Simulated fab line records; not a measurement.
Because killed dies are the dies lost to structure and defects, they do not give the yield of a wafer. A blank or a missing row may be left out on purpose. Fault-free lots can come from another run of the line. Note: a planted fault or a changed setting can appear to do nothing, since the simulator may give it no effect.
Which tool was responsible? / flow nandHarc / Sampling: 13 lots, 39 wafers, 4 of 1159 route steps

== WHAT EACH GAUGE READ, for each wafer ==
The record holds no reading of a measuring or inspecting step that can be judged against a usual standard deviation.

== WHICH TOOL RAN EACH LOT (tool, then ch and the chambers of the sampled wafers, then the start) ==
lot=L510; NHARC_A_CONTACT_ETCH_115=harCapEtch-03 ch 0,1, day 16 21:41; NHARC_A_CONTACT_ETCH_116=harCapEtch-03 ch 0,1, day 16 21:46; NHARC_A_CONTACT_ETCH_122=harCapEtch-03 ch 0,1, day 16 22:19; NHARC_A_CONTACT_ETCH_90=rieDiel-06 ch 2,3, day 16 23:00
lot=L512; NHARC_A_CONTACT_ETCH_115=harCapEtch-02 ch 0,1, day 16 21:56; NHARC_A_CONTACT_ETCH_116=harCapEtch-02 ch 0,1, day 16 22:02; NHARC_A_CONTACT_ETCH_122=harCapEtch-02 ch 0,1, day 16 22:35; NHARC_A_CONTACT_ETCH_90=rieDiel-06 ch 1,2,3, day 16 23:17
lot=L513; NHARC_A_CONTACT_ETCH_115=harCapEtch-01 ch 0,1, day 17 08:20; NHARC_A_CONTACT_ETCH_116=harCapEtch-01 ch 0,1, day 17 08:25; NHARC_A_CONTACT_ETCH_122=harCapEtch-01 ch 0,1, day 17 08:58; NHARC_A_CONTACT_ETCH_90=rieDiel-06 ch 0,2, day 17 09:41
lot=L514; NHARC_A_CONTACT_ETCH_115=harCapEtch-01 ch 0,1, day 17 14:53; NHARC_A_CONTACT_ETCH_116=harCapEtch-01 ch 0,1, day 17 14:58; NHARC_A_CONTACT_ETCH_122=harCapEtch-01 ch 0,1, day 17 15:31; NHARC_A_CONTACT_ETCH_90=rieDiel-10 ch 0,2, day 17 16:13
lot=L519; NHARC_A_CONTACT_ETCH_115=harCapEtch-01 ch 0,1, day 19 07:26; NHARC_A_CONTACT_ETCH_116=harCapEtch-01 ch 0,1, day 19 07:35; NHARC_A_CONTACT_ETCH_122=harCapEtch-01 ch 0,1, day 19 08:33; NHARC_A_CONTACT_ETCH_90=rieDiel-06 ch 1,2, day 19 09:21
lot=L522; NHARC_A_CONTACT_ETCH_115=harCapEtch-01 ch 0,1, day 19 15:51; NHARC_A_CONTACT_ETCH_116=harCapEtch-01 ch 0,1, day 19 15:56; NHARC_A_CONTACT_ETCH_122=harCapEtch-01 ch 0,1, day 19 16:29; NHARC_A_CONTACT_ETCH_90=rieDiel-03 ch 0,2, day 19 17:10
lot=L521; NHARC_A_CONTACT_ETCH_115=harCapEtch-02 ch 0,1, day 19 16:38; NHARC_A_CONTACT_ETCH_116=harCapEtch-02 ch 0,1, day 19 16:43; NHARC_A_CONTACT_ETCH_122=harCapEtch-02 ch 0,1, day 19 17:16; NHARC_A_CONTACT_ETCH_90=rieDiel-06 ch 0,1,2, day 19 18:02
lot=L525; NHARC_A_CONTACT_ETCH_115=harCapEtch-03 ch 0,1, day 20 14:53; NHARC_A_CONTACT_ETCH_116=harCapEtch-03 ch 0,1, day 20 14:58; NHARC_A_CONTACT_ETCH_122=harCapEtch-03 ch 0,1, day 20 15:31; NHARC_A_CONTACT_ETCH_90=rieDiel-03 ch 0,1,3, day 20 16:12
lot=L526; NHARC_A_CONTACT_ETCH_115=harCapEtch-02 ch 0,1, day 20 20:53; NHARC_A_CONTACT_ETCH_116=harCapEtch-02 ch 0,1, day 20 20:59; NHARC_A_CONTACT_ETCH_122=harCapEtch-02 ch 0,1, day 20 21:31; NHARC_A_CONTACT_ETCH_90=rieDiel-03 ch 0,2,3, day 20 22:16
lot=L528; NHARC_A_CONTACT_ETCH_115=harCapEtch-01 ch 0,1, day 21 02:58; NHARC_A_CONTACT_ETCH_116=harCapEtch-01 ch 0,1, day 21 03:04; NHARC_A_CONTACT_ETCH_122=harCapEtch-01 ch 0,1, day 21 03:36; NHARC_A_CONTACT_ETCH_90=rieDiel-03 ch 0,2,3, day 21 04:19
lot=L531; NHARC_A_CONTACT_ETCH_115=harCapEtch-01 ch 0,1, day 21 18:17; NHARC_A_CONTACT_ETCH_116=harCapEtch-01 ch 0,1, day 21 18:23; NHARC_A_CONTACT_ETCH_122=harCapEtch-01 ch 0,1, day 21 18:56; NHARC_A_CONTACT_ETCH_90=rieDiel-10 ch 0,1, day 21 19:35
lot=L530; NHARC_A_CONTACT_ETCH_115=harCapEtch-03 ch 0,1, day 21 22:41; NHARC_A_CONTACT_ETCH_116=harCapEtch-03 ch 0,1, day 21 22:46; NHARC_A_CONTACT_ETCH_122=harCapEtch-03 ch 0,1, day 21 23:19; NHARC_A_CONTACT_ETCH_90=rieDiel-03 ch 0,2,3, day 22 00:01
lot=L529; NHARC_A_CONTACT_ETCH_115=harCapEtch-01 ch 0,1, day 21 22:51; NHARC_A_CONTACT_ETCH_116=harCapEtch-01 ch 0,1, day 21 22:56; NHARC_A_CONTACT_ETCH_122=harCapEtch-01 ch 0,1, day 21 23:29; NHARC_A_CONTACT_ETCH_90=rieDiel-03 ch 1,2,3, day 22 00:10
- NHARC_A_CONTACT_ETCH_115: etches the open film in C4F8/O2/Ar, time 94 s, target depth 922 nm.
- NHARC_A_CONTACT_ETCH_116: etches the open film in C4F8/O2/Ar, time 94 s, target depth 922 nm.
- NHARC_A_CONTACT_ETCH_122: etches the open film in C4F8/O2/Ar, time 95 s, target depth 930 nm.
- NHARC_A_CONTACT_ETCH_90: etches the open film in CH3F/O2, target depth 40 nm, time 85.7 s.

== WHAT THE TOOLS THEMSELVES READ (means of the sampled wafers that have a number; where no wafer has one, the mark that the record gives instead) ==
NHARC_A_CONTACT_ETCH_90.
lot=L510; tool=rieDiel-06; drypumpMotorCurrentA (A)=5.7; oesProductAu (a.u.)=0.93; rfVppV (V)=244.4; runLengthS (s)=107.0; showerheadPlenumPTorr (Torr)=2.42; throttleValvePct (%)=20.658
lot=L512; tool=rieDiel-06; drypumpMotorCurrentA (A)=5.7; oesProductAu (a.u.)=0.92; rfVppV (V)=244.4; runLengthS (s)=106.9; showerheadPlenumPTorr (Torr)=2.44; throttleValvePct (%)=20.657
lot=L513; tool=rieDiel-06; drypumpMotorCurrentA (A)=5.9; oesProductAu (a.u.)=0.92; rfVppV (V)=244.1; runLengthS (s)=107.0; showerheadPlenumPTorr (Torr)=2.45; throttleValvePct (%)=20.662
lot=L514; tool=rieDiel-10; drypumpMotorCurrentA (A)=6.0; oesProductAu (a.u.)=0.94; rfVppV (V)=245.4; runLengthS (s)=107.4; showerheadPlenumPTorr (Torr)=2.51; throttleValvePct (%)=20.664
lot=L519; tool=rieDiel-06; drypumpMotorCurrentA (A)=5.5; oesProductAu (a.u.)=0.92; rfVppV (V)=243.3; runLengthS (s)=73.9; showerheadPlenumPTorr (Torr)=2.39; throttleValvePct (%)=20.661
lot=L522; tool=rieDiel-03; drypumpMotorCurrentA (A)=6.1; oesProductAu (a.u.)=1.00; rfVppV (V)=244.8; runLengthS (s)=107.0; showerheadPlenumPTorr (Torr)=2.47; throttleValvePct (%)=20.673
lot=L521; tool=rieDiel-06; drypumpMotorCurrentA (A)=5.8; oesProductAu (a.u.)=0.99; rfVppV (V)=243.7; runLengthS (s)=73.5; showerheadPlenumPTorr (Torr)=2.43; throttleValvePct (%)=20.670
lot=L525; tool=rieDiel-03; drypumpMotorCurrentA (A)=6.0; oesProductAu (a.u.)=1.01; rfVppV (V)=243.3; runLengthS (s)=107.2; showerheadPlenumPTorr (Torr)=2.40; throttleValvePct (%)=20.664
lot=L526; tool=rieDiel-03; drypumpMotorCurrentA (A)=5.9; oesProductAu (a.u.)=0.93; rfVppV (V)=245.0; runLengthS (s)=107.2; showerheadPlenumPTorr (Torr)=2.49; throttleValvePct (%)=20.663
lot=L528; tool=rieDiel-03; drypumpMotorCurrentA (A)=5.9; oesProductAu (a.u.)=0.93; rfVppV (V)=244.8; runLengthS (s)=107.2; showerheadPlenumPTorr (Torr)=2.49; throttleValvePct (%)=20.671
lot=L531; tool=rieDiel-10; drypumpMotorCurrentA (A)=5.9; oesProductAu (a.u.)=0.93; rfVppV (V)=243.4; runLengthS (s)=106.7; showerheadPlenumPTorr (Torr)=2.45; throttleValvePct (%)=20.658
lot=L530; tool=rieDiel-03; drypumpMotorCurrentA (A)=5.9; oesProductAu (a.u.)=1.00; rfVppV (V)=245.6; runLengthS (s)=107.5; showerheadPlenumPTorr (Torr)=2.49; throttleValvePct (%)=20.667
lot=L529; tool=rieDiel-03; drypumpMotorCurrentA (A)=5.7; oesProductAu (a.u.)=1.00; rfVppV (V)=245.1; runLengthS (s)=107.0; showerheadPlenumPTorr (Torr)=2.47; throttleValvePct (%)=20.662

== THE ANSWER, worked out from the rows above alone ==
Rule: usual is defined by the lots themselves. The widest of any qualifying gaps counts: lots, ordered by their means at a reading, are off when they make up no more than a third of the lots, leave a main group of 4 or more, and stand apart from it by 3 or more times the standard deviation of that group's means. If all means in a main group match to the digits the tables above print for the reading, that group is not used. Also off: a lot with no number at a reading for which 4 or more lots have one. Any other lot the step has rows for is counted as sound. After the gauges, taken in route order, come the tools' own readings; for these a lot's mean is taken, as printed above. At the first step where some lot is off, the reading lying furthest off is the one used; lots without a number count as furthest.
Off at NHARC_A_CONTACT_ETCH_90 (runLengthS): L519, L521. Mean 107.1 s and standard deviation 0.22 in the main group.
If a tool, at that step or one of the process steps before it, ran each lot that is off and ran no sound lot following the first of them, it fits. One fits: rieDiel-06 at NHARC_A_CONTACT_ETCH_90. A fault onset in the window from L513 (day 17 09:41, its last sound lot) to L519 (day 19 09:21, its first lot off) fits.
On the lots that are off, the tool's own readings at NHARC_A_CONTACT_ETCH_90 differ by more than 5 times the standard deviation of the sound lots' means, which bears it out; runLengthS reads 73.7 s there versus 107.1 s on the sound lots.

== WHAT THE SIMULATOR PUT IN ==
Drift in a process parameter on rieDiel-06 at NHARC_A_CONTACT_ETCH_90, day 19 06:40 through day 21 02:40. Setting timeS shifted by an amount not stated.
Lots struck among those shown: L519, L521. This agrees with what the rule above found.
